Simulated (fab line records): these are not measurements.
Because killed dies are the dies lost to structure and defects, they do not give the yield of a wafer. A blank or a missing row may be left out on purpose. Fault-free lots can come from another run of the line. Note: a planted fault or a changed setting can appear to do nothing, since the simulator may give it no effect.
fab line records    flow n5_finfet
[record] lots = 7  wafers = 39
route steps=1938 shown FIN_SAQP@120 FIN_CUT@169 DUMMY_GATE@237 MOL_CONTACT_COAG@599
start_h: the number of hours between the record's first day and the start of the first shown wafer of the lot    wait_h: time in hours since the lot's previous step    " unchanged from the row above    L1.1+2: one row covering several wafers at once    - no value, or no start was given    * or withheld: withheld    < > ~ a bound
route shown NAME@n: a module of which the file shows steps, and the number in the route of the first    usual: the fault-free wafers' mean and standard deviation    same: alike in all rows    chamber/n: place in a boat    sites: readings site by site    _std_site: standard deviation of those values    _edge_site: inner sites' mean taken away from outer sites' mean    radius_mm: for every site, how far away it sits from the centre of the wafer    mask NAME#n: copy n    behind: tool/chamber where the wafer was last shaped    hold: what put the lot on hold/how long, in hours/how the hold closed    device: the n, p or np transistor that did not switch    end of line: the route-end tests of the same wafers    where a step has no rows: the recipe by itself    killed: dies lost to structure and defects at the first sort, not the wafer's yield    map: per-die view of a wafer (x killed, . not killed, _ where there is no die)
set.NAME: setting as actually run; set.NAME@STEP: the setting as run at that earlier step    model.NAME: the simulator's own value behind a step, which no gauge read
lots run with intentionally changed settings; tables by step, rows by wafer
[[steps]]
[step N5_FIN_SAQP_MANDREL_ETCH_22]
[recipe] target_depth_a = 600  chemistry = HBr/Cl2  target = a-Si  stop_on = SiNx  bt_time_s = 10  over_etch_frac = 0.5  time_s = 30  pressure_mtorr = 10  icp_w = 800  bias_w = 75  HBr_flow_sccm = 150  Cl2_flow_sccm = 80  ends = end_point
[usual] oes_product_au = 0.765/0.015
lot.wafer  tool       chamber  start_h  wait_h  set.target_depth_a  oes_product_au  model.SOC_of_FIN_SAQP_COAT_49.thk_nm
L079.1     rie_si-06  0        52.40    0.0     661.2               0.742           73.25
L079.2     "          2        "        "       661.2               0.709           73.73
L079.3     "          3        "        "       661.2               0.715           73.3
L079.4     "          1        "        "       600                 0.778           76.42
L079.5     "          1        "        "       600                 0.773           75.93
L079.6     "          0        "        "       600                 0.792           75.99
L084.1     rie_si-06  0        84.51    0.0     558.1               0.816           77.77
L084.2     "          1        "        "       600                 0.766           76.26
L084.3     "          2        "        "       600                 0.741           76.31
L084.4     "          3        "        "       558.1               0.791           77.2
L084.5     "          1        "        "       600                 0.766           76.35
L084.6     "          0        "        "       558.1               0.823           77.92
L086.1     rie_si-01  0        94.46    0.0     600                 0.784           76.07
L086.2     "          3        "        "       600                 0.784           76.05
L086.3     "          1        "        "       600                 0.760           76.82
L086.4     "          2        "        "       643.6               0.730           75.18
L086.5     "          0        "        "       643.6               0.766           74.14
L086.6     "          3        "        "       643.6               0.749           74.45
L087.1     rie_si-01  1        101.70   0.0     600                 0.760           76.46
L087.2     "          0        "        "       600                 0.784           76.06
L087.3     "          2        "        "       600                 0.758           76.53
L087.4     "          3        "        "       567.5               0.803           77.53
L087.5     "          1        "        "       567.5               0.790           78.34
L087.6     "          2        "        "       567.5               0.799           78.06
L089.1     rie_si-06  1        113.95   0.0     600                 0.764           76.2
L089.3     "          2        "        "       600                 0.751           76.26
L089.6     "          1        "        "       600                 0.771           76.51
L093.1     rie_si-06  0        136.98   0.0     543.4               0.825           78.39
L093.2     "          3        "        "       543.4               0.788           78.13
L093.3     "          2        "        "       600                 0.749           76.39
L093.4     "          1        "        "       600                 0.773           76.55
L093.5     "          1        "        "       543.4               0.815           78.72
L093.6     "          0        "        "       600                 0.780           76.18
L097.1     rie_si-06  1        159.97   0.0     639                 0.731           74.21
L097.2     "          2        "        "       639                 0.716           74.75
L097.3     "          0        "        "       600                 0.779           75.68
L097.4     "          3        "        "       600                 0.761           75.3
L097.5     "          2        "        "       639                 0.721           74.42
L097.6     "          3        "        "       600                 0.761           75.62
[step N5_FIN_CUT_ETCH_21]
[recipe] chemistry = N2/H2  target = SOC  target_depth_a = 2190  overetch_a = 438  mask_material = SiARC  temp_c = 40  ion_energy_ev = 100  bias_w = 61  time_s = 523.5  pressure_mtorr = 30  source_w = 850  n2_flow_sccm = 200  h2_flow_sccm = 200
[usual] rf_vpp_V = 241.1/1.4
lot.wafer  tool         chamber  start_h  wait_h  set.bias_w  rf_vpp_V
L079.1     rie_diel-02  2        57.77    0.0     61          241.8
L079.2     "            3        "        "       55.83       225.3
L079.3     "            0        "        "       55.83       228.8
L079.4     "            1        "        "       61          241.9
L079.5     "            3        "        "       61          239.7
L079.6     "            0        "        "       55.83       229.3
L084.1     rie_diel-05  0        92.43    0.0     67.53       257.3
L084.2     "            3        "        "       67.53       257.7
L084.3     "            1        "        "       61          240.2
L084.4     "            2        "        "       61          239.6
L084.5     "            1        "        "       67.53       257.5
L084.6     "            0        "        "       61          241.9
L086.1     rie_diel-02  2        101.53   0.0     71.27       265.8
L086.2     "            1        "        "       71.27       266.1
L086.3     "            0        "        "       61          243.5
L086.4     "            3        "        "       71.27       268.8
L086.5     "            2        "        "       61          239.2
L086.6     "            3        "        "       61          244.0
L087.1     rie_diel-05  2        106.11   0.0     61          238.8
L087.2     "            0        "        "       61          243.0
L087.3     "            3        "        "       68.98       260.8
L087.4     "            1        "        "       68.98       261.6
L087.5     "            1        "        "       68.98       261.0
L087.6     "            2        "        "       61          239.3
L089.1     rie_diel-01  0        118.31   0.0     61          241.3
L089.3     "            1        "        "       61          241.2
L089.6     "            2        "        "       61          239.5
L093.1     rie_diel-02  0        143.38   0.0     57.27       232.9
L093.2     "            3        "        "       57.27       233.0
L093.3     "            2        "        "       61          240.4
L093.4     "            0        "        "       61          243.5
L093.5     "            2        "        "       61          240.2
L093.6     "            3        "        "       57.27       233.1
L097.1     rie_diel-02  1        164.79   0.0     53.33       221.3
L097.2     "            2        "        "       53.33       220.8
L097.3     "            0        "        "       61          242.0
L097.4     "            3        "        "       53.33       222.0
L097.5     "            0        "        "       61          242.5
L097.6     "            3        "        "       61          243.8
[step N5_FIN_CUT_CUT_ETCH_26]
[recipe] chemistry = CH3F/O2  target = SiNx  target_depth_a = 390  mask_material = SOC  time_s = 55.7  pressure_mtorr = 30  source_w = 395  bias_w = 73  Ar_flow_sccm = 150  CH3F_flow_sccm = 30  O2_flow_sccm = 20  ion_energy_ev = 120
lot.wafer  tool         chamber  start_h  wait_h  set.target_depth_a  model.etch.depth_nm
L079.1     rie_diel-02  2        58.12    0.0     390                 37.83
L079.2     "            3        "        "       390                 39.19
L079.3     "            0        "        "       390                 37.62
L079.4     "            1        "        "       390                 37.95
L079.5     "            3        "        "       390                 39.24
L079.6     "            0        "        "       390                 37.87
L084.1     rie_diel-05  0        92.78    0.0     390                 38.22
L084.2     "            3        "        "       390                 39.29
L084.3     "            1        "        "       390                 38.96
L084.4     "            2        "        "       353.7               36.05
L084.5     "            1        "        "       353.7               35.24
L084.6     "            0        "        "       353.7               34.75
L086.1     rie_diel-02  2        101.87   0.0     371.3               36.28
L086.2     "            1        "        "       390                 38.21
L086.3     "            0        "        "       390                 38.49
L086.4     "            3        "        "       371.3               37.69
L086.5     "            2        "        "       390                 37.85
L086.6     "            3        "        "       371.3               37.94
L087.1     rie_diel-05  2        106.45   0.0     438.5               43.59
L087.2     "            0        "        "       390                 37.55
L087.3     "            3        "        "       390                 38.78
L087.4     "            1        "        "       438.5               42.83
L087.5     "            1        "        "       438.5               43.08
L087.6     "            2        "        "       390                 38.7
L089.1     rie_diel-01  0        118.66   0.0     390                 39.6
L089.3     "            1        "        "       390                 38.85
L089.6     "            2        "        "       390                 38.36
L093.1     rie_diel-02  0        143.73   0.0     390                 37.63
L093.2     "            3        "        "       372.8               37.7
L093.3     "            2        "        "       390                 38.1
L093.4     "            0        "        "       372.8               36.01
L093.5     "            2        "        "       390                 38.15
L093.6     "            3        "        "       372.8               37.68
L097.1     rie_diel-02  1        165.14   0.0     390                 39.61
L097.2     "            2        "        "       390                 38.22
L097.3     "            0        "        "       390                 38.32
L097.4     "            3        "        "       390                 39.91
L097.5     "            0        "        "       390                 38.14
L097.6     "            3        "        "       390                 39.47
[step N5_DUMMY_GATE_ETCH_37]
[recipe] chemistry = N2/H2  target = SOC  target_depth_a = 600  overetch_a = 300  temp_c = 40  ion_energy_ev = 200  pressure_mtorr = 30  source_w = 840  bias_w = 150  n2_flow_sccm = 200  h2_flow_sccm = 200
[usual] rf_vpp_V = 524.8/2.5
lot.wafer  tool         chamber  start_h  wait_h  set.source_w  rf_vpp_V
L079.1     rie_diel-02  0        76.33    0.0     738.3         549.9
L079.2     "            2        "        "       840           523.1
L079.3     "            1        "        "       738.3         549.4
L079.4     "            1        "        "       840           524.8
L079.5     "            2        "        "       738.3         546.9
L079.6     "            0        "        "       840           526.2
L084.1     rie_diel-02  1        111.26   0.0     840           525.9
L084.2     "            3        "        "       840           529.0
L084.3     "            2        "        "       969.8         497.6
L084.4     "            0        "        "       840           527.6
L084.5     "            0        "        "       969.8         502.6
L084.6     "            1        "        "       969.8         501.2
L086.1     rie_diel-05  1        119.89   0.0     840           522.5
L086.2     "            0        "        "       740.6         548.7
L086.3     "            2        "        "       840           521.5
L086.4     "            3        "        "       740.6         548.9
L086.5     "            2        "        "       840           520.5
L086.6     "            1        "        "       740.6         546.5
L087.1     rie_diel-02  3        124.50   0.0     840           529.0
L087.2     "            0        "        "       983.1         500.4
L087.3     "            1        "        "       840           525.7
L087.4     "            2        "        "       983.1         495.4
L087.5     "            3        "        "       983.1         502.9
L087.6     "            0        "        "       840           526.5
L089.1     rie_diel-05  0        136.93   0.0     840           525.9
L089.3     "            1        "        "       840           523.7
L089.6     "            1        "        "       840           524.5
L093.1     rie_diel-01  0        162.13   0.0     840           525.2
L093.2     "            1        "        "       840           525.7
L093.3     "            3        "        "       840           524.2
L093.4     "            2        "        "       840           518.3
L093.5     "            3        "        "       840           525.4
L093.6     "            0        "        "       840           525.0
L097.1     rie_diel-02  0        183.30   0.0     840           526.1
L097.2     "            3        "        "       840           527.6
L097.3     "            1        "        "       840           525.4
L097.4     "            1        "        "       840           525.9
L097.5     "            3        "        "       840           528.1
L097.6     "            0        "        "       840           526.7
[step N5_MOL_CONTACT_COAG_EXPOSE_37]
[recipe] mask_id = VD  na = 0.33  source_shape = annular  sigma_inner = 0.3  sigma_outer = 0.7  polarization = unpolarized  defocus_nm = 0  dose_mj = 62
lot.wafer         tool            chamber  start_h  wait_h  mask  set.dose_mj
L079.1+2+3+4+5+6  euv_scanner-01  0        130.36   -       VD#0  62
L084.1+2+6        euv_scanner-01  0        162.17   -       VD#0  65.49
L084.3+4+5        "               0        "        "       VD#0  62
L086.1+2+3        euv_scanner-02  0        173.27   -       VD#0  64.22
L086.4+5+6        "               0        "        "       VD#0  62
L087.1+5+6        euv_scanner-02  0        173.32   -       VD#0  62
L087.2+3+4        "               0        "        "       VD#0  57.44
L089.1+3+6        euv_scanner-02  0        192.24   -       VD#0  62
L093.1+4+5        euv_scanner-01  0        212.77   -       VD#0  57.16
L093.2+3+6        "               0        "        "       VD#0  62
L097.1+2+5        euv_scanner-02  0        236.15   -       VD#0  62
L097.3+4+6        "               0        "        "       VD#0  60.36
[step N5_MOL_CONTACT_COAG_PEB_38]
[recipe] peb_temp_c = 100  peb_time_s = 60  resist = CAR-EUV
[step N5_MOL_CONTACT_COAG_DEVELOP_39]
[recipe] develop_time_s = 30  developer = TMAH  resist = CAR-EUV  rinse_liquid = surfactant_rinse  dry = air_spin  dev_temp_c = 23
[step N5_MOL_CONTACT_COAG_CD_MEAS_40]
[recipe] target_cd_nm = 25.1  landing_energy_ev = 500  detector = se_inlens  polarity = opening
[usual] cd_nm = 25.05/0.23
lot.wafer  tool       chamber  start_h  wait_h  set.dose_mj@MOL_CONTACT_COAG_EXPOSE_37  cd_nm
L079.1     cd_sem-01  0        130.51   -       62                                      24.90
L079.2     "          0        "        "       62                                      24.79
L079.3     "          0        "        "       62                                      24.82
L079.4     "          0        "        "       62                                      25.04
L079.5     "          0        "        "       62                                      25.34
L079.6     "          0        "        "       62                                      25.39
L084.1     cd_sem-03  0        162.32   -       65.49                                   26.08
L084.2     "          0        "        "       65.49                                   26.07
L084.3     "          0        "        "       62                                      25.44
L084.4     "          0        "        "       62                                      25.07
L084.5     "          0        "        "       62                                      25.30
L084.6     "          0        "        "       65.49                                   25.95
L086.1     cd_sem-02  0        173.41   -       64.22                                   25.58
L086.2     "          0        "        "       64.22                                   25.75
L086.3     "          0        "        "       64.22                                   25.57
L086.4     "          0        "        "       62                                      25.30
L086.5     "          0        "        "       62                                      25.55
L086.6     "          0        "        "       62                                      24.94
L087.1     cd_sem-01  0        173.47   -       62                                      24.63
L087.2     "          0        "        "       57.44                                   23.71
L087.3     "          0        "        "       57.44                                   23.90
L087.4     "          0        "        "       57.44                                   23.56
L087.5     "          0        "        "       62                                      25.02
L087.6     "          0        "        "       62                                      24.68
L089.1     cd_sem-02  0        192.38   -       62                                      25.35
L089.3     "          0        "        "       62                                      25.06
L089.6     "          0        "        "       62                                      25.17
L093.1     cd_sem-01  0        212.92   -       57.16                                   23.67
L093.2     "          0        "        "       62                                      25.13
L093.3     "          0        "        "       62                                      25.07
L093.4     "          0        "        "       57.16                                   23.63
L093.5     "          0        "        "       57.16                                   23.22
L093.6     "          0        "        "       62                                      25.33
L097.1     cd_sem-01  0        236.30   -       62                                      24.79
L097.2     "          0        "        "       62                                      25.11
L097.3     "          0        "        "       60.36                                   24.34
L097.4     "          0        "        "       60.36                                   24.64
L097.5     "          0        "        "       62                                      25.12
L097.6     "          0        "        "       60.36                                   24.45
[step N5_MOL_CONTACT_COAG_PRECLEAN_138]
[recipe] chemistry = alkaline_clean  temp_c = 60  time_s = 60  do_ppb = 50
[step N5_MOL_CONTACT_COAG_SRD_139]
[recipe] dry = ipa_marangoni  time_s = 30  temp_c = 23  rinse_liquid = diw
[step N5_MOL_CONTACT_COAG_CD_MEAS_101]
[recipe] target_cd_nm = 16
[usual] cd_nm = 16.0/0.34
lot.wafer  tool       chamber  start_h  wait_h  set.dose_mj@MOL_CONTACT_COAG_EXPOSE_37  cd_nm
L079.1     cd_sem-03  -        131.61   0.0     62                                      15.6
L079.2     "          -        "        "       62                                      15.5
L079.3     "          -        "        "       62                                      16.2
L079.4     "          -        "        "       62                                      15.8
L079.5     "          -        "        "       62                                      15.7
L079.6     "          -        "        "       62                                      16.2
L084.1     cd_sem-01  -        163.26   0.0     65.49                                   17.2
L084.2     "          -        "        "       65.49                                   16.8
L084.3     "          -        "        "       62                                      16.2
L084.4     "          -        "        "       62                                      16.2
L084.5     "          -        "        "       62                                      16.0
L084.6     "          -        "        "       65.49                                   17.0
L086.1     cd_sem-03  -        174.68   0.0     64.22                                   16.5
L086.2     "          -        "        "       64.22                                   16.3
L086.3     "          -        "        "       64.22                                   16.4
L086.4     "          -        "        "       62                                      15.8
L086.5     "          -        "        "       62                                      16.0
L086.6     "          -        "        "       62                                      16.0
L087.1     cd_sem-03  -        175.30   0.0     62                                      16.6
L087.2     "          -        "        "       57.44                                   15.1
L087.3     "          -        "        "       57.44                                   14.8
L087.4     "          -        "        "       57.44                                   14.8
L087.5     "          -        "        "       62                                      15.9
L087.6     "          -        "        "       62                                      16.3
L089.1     cd_sem-01  -        193.38   0.0     62                                      16.2
L089.3     "          -        "        "       62                                      16.1
L089.6     "          -        "        "       62                                      16.5
L093.1     cd_sem-02  -        214.22   0.0     57.16                                   14.1
L093.2     "          -        "        "       62                                      16.2
L093.3     "          -        "        "       62                                      16.0
L093.4     "          -        "        "       57.16                                   14.5
L093.5     "          -        "        "       57.16                                   13.6
L093.6     "          -        "        "       62                                      15.7
L097.1     cd_sem-03  -        237.24   0.0     62                                      16.3
L097.2     "          -        "        "       62                                      15.4
L097.3     "          -        "        "       60.36                                   16.0
L097.4     "          -        "        "       60.36                                   15.6
L097.5     "          -        "        "       62                                      16.2
L097.6     "          -        "        "       60.36                                   15.3
[[key]]
[split] step = N5_FIN_SAQP_MANDREL_ETCH_22  setting = target_depth_a  stated = 600  by = wafer
[response] step = N5_FIN_SAQP_MANDREL_ETCH_22  reading = oes_product_au  change = -0.00549  per = 1%  r = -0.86
[response] step = N5_FIN_SAQP_MANDREL_ETCH_22  reading = model.SOC_of_FIN_SAQP_COAT_49.thk_nm  change = -0.23  per = 1%  r = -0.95
[split] step = N5_FIN_CUT_ETCH_21  setting = bias_w  stated = 61  by = wafer
[response] step = N5_FIN_CUT_ETCH_21  reading = rf_vpp_V  change = +1.56  per = 1%  r = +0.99
[split] step = N5_FIN_CUT_CUT_ETCH_26  setting = target_depth_a  stated = 390  by = wafer
[response] step = N5_FIN_CUT_CUT_ETCH_26  reading = model.etch.depth_nm  change = +0.353  per = 1%  r = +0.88
[split] step = N5_DUMMY_GATE_ETCH_37  setting = source_w  stated = 840  by = wafer
[response] step = N5_DUMMY_GATE_ETCH_37  reading = rf_vpp_V  change = -1.83  per = 1%  r = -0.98
[split] step = N5_MOL_CONTACT_COAG_EXPOSE_37  setting = dose_mj  stated = 62  by = wafer
[response] step = N5_MOL_CONTACT_COAG_CD_MEAS_40  reading = cd_nm  change = +0.167  per = 1%  r = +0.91
[response] step = N5_MOL_CONTACT_COAG_CD_MEAS_101  reading = cd_nm  change = +0.194  per = 1%  r = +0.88
